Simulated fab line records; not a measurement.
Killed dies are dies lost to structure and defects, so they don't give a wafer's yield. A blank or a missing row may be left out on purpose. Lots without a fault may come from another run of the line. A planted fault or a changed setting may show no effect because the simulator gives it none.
Chamber matching / flow n5_finfet / N5_BEOL_M1_ETCH_77 on rie_diel-02 has 4 sister chambers
The step etches underlayer in N2/H2, target depth 6.5 nm, time 5.2 s. 14 wafers are shown with their chamber, then 7 later ones without.

== WAFERS PAIRED WITH THEIR CHAMBERS ==
wafer=L077.4; chamber=2; showerhead_plenum_p_Torr (Torr)=2.53; oes_product_au (a.u.)=0.59; throttle_valve_pct (%)=17.86
wafer=L077.5; chamber=3; showerhead_plenum_p_Torr (Torr)=2.54; oes_product_au (a.u.)=0.63; throttle_valve_pct (%)=17.79
wafer=L077.6; chamber=2; showerhead_plenum_p_Torr (Torr)=2.53; oes_product_au (a.u.)=0.59; throttle_valve_pct (%)=17.85
wafer=L079.2; chamber=2; showerhead_plenum_p_Torr (Torr)=2.53; oes_product_au (a.u.)=0.59; throttle_valve_pct (%)=17.86
wafer=L079.3; chamber=3; showerhead_plenum_p_Torr (Torr)=2.54; oes_product_au (a.u.)=0.64; throttle_valve_pct (%)=17.78
wafer=L079.4; chamber=0; showerhead_plenum_p_Torr (Torr)=2.36; oes_product_au (a.u.)=0.67; throttle_valve_pct (%)=17.98
wafer=L082.1; chamber=3; showerhead_plenum_p_Torr (Torr)=2.53; oes_product_au (a.u.)=0.62; throttle_valve_pct (%)=17.81
wafer=L082.2; chamber=0; showerhead_plenum_p_Torr (Torr)=2.36; oes_product_au (a.u.)=0.67; throttle_valve_pct (%)=17.99
wafer=L082.6; chamber=2; showerhead_plenum_p_Torr (Torr)=2.52; oes_product_au (a.u.)=0.59; throttle_valve_pct (%)=17.89
wafer=L083.4; chamber=0; showerhead_plenum_p_Torr (Torr)=2.36; oes_product_au (a.u.)=0.67; throttle_valve_pct (%)=18.03
wafer=L083.5; chamber=3; showerhead_plenum_p_Torr (Torr)=2.53; oes_product_au (a.u.)=0.62; throttle_valve_pct (%)=17.82
wafer=L083.6; chamber=0; showerhead_plenum_p_Torr (Torr)=2.36; oes_product_au (a.u.)=0.67; throttle_valve_pct (%)=18.03
wafer=L085.1; chamber=1; showerhead_plenum_p_Torr (Torr)=2.49; oes_product_au (a.u.)=0.75; throttle_valve_pct (%)=17.56
wafer=L085.4; chamber=0; showerhead_plenum_p_Torr (Torr)=2.36; oes_product_au (a.u.)=0.66; throttle_valve_pct (%)=18.04

SIGNATURES, as means of the wafers listed above
reading=showerhead_plenum_p_Torr; chamber 0=2.3600; chamber 1=2.4900; chamber 2=2.5275; chamber 3=2.5350; scatter within a chamber=0.00418
reading=oes_product_au; chamber 0=0.6680; chamber 1=0.7500; chamber 2=0.5900; chamber 3=0.6275; scatter within a chamber=0.00596
reading=throttle_valve_pct; chamber 0=18.0140; chamber 1=17.5600; chamber 2=17.8650; chamber 3=17.8000; scatter within a chamber=0.022
Rule: a wafer lies at a distance from a chamber equal to the root of the sum of squares, over the readings, of (its reading less the chamber's mean, divided by the reading's scatter). If the next closest chamber is less than 2 further off than the closest, the wafer can't be placed; otherwise it belongs to the closest. The scatter: the root of (the sum of the squares of (reading less its chamber's mean) over the shown wafers, divided by (wafers less chambers)).

== WAFERS MISSING THEIR CHAMBER ==
wafer=L085.5; showerhead_plenum_p_Torr (Torr)=2.53; oes_product_au (a.u.)=0.62; throttle_valve_pct (%)=17.82
wafer=L092.1; showerhead_plenum_p_Torr (Torr)=2.52; oes_product_au (a.u.)=0.57; throttle_valve_pct (%)=17.90
wafer=L092.4; showerhead_plenum_p_Torr (Torr)=2.53; oes_product_au (a.u.)=0.62; throttle_valve_pct (%)=17.85
wafer=L092.5; showerhead_plenum_p_Torr (Torr)=2.53; oes_product_au (a.u.)=0.62; throttle_valve_pct (%)=17.85
wafer=L096.3; showerhead_plenum_p_Torr (Torr)=2.52; oes_product_au (a.u.)=0.60; throttle_valve_pct (%)=17.84
wafer=L096.4; showerhead_plenum_p_Torr (Torr)=2.48; oes_product_au (a.u.)=0.73; throttle_valve_pct (%)=17.62
wafer=L096.6; showerhead_plenum_p_Torr (Torr)=2.52; oes_product_au (a.u.)=0.60; throttle_valve_pct (%)=17.86

== WHICH CHAMBER EACH WENT THROUGH ==
wafer=L085.5; from the rows above=3; in truth=3
wafer=L092.1; from the rows above=2; in truth=2
wafer=L092.4; from the rows above=3; in truth=3
wafer=L092.5; from the rows above=3; in truth=3
wafer=L096.3; from the rows above=2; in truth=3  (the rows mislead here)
wafer=L096.4; from the rows above=1; in truth=1
wafer=L096.6; from the rows above=2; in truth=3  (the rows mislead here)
Correctly placed: 5 of 7. Not placeable from these rows: 0. Placed wrongly: 2.
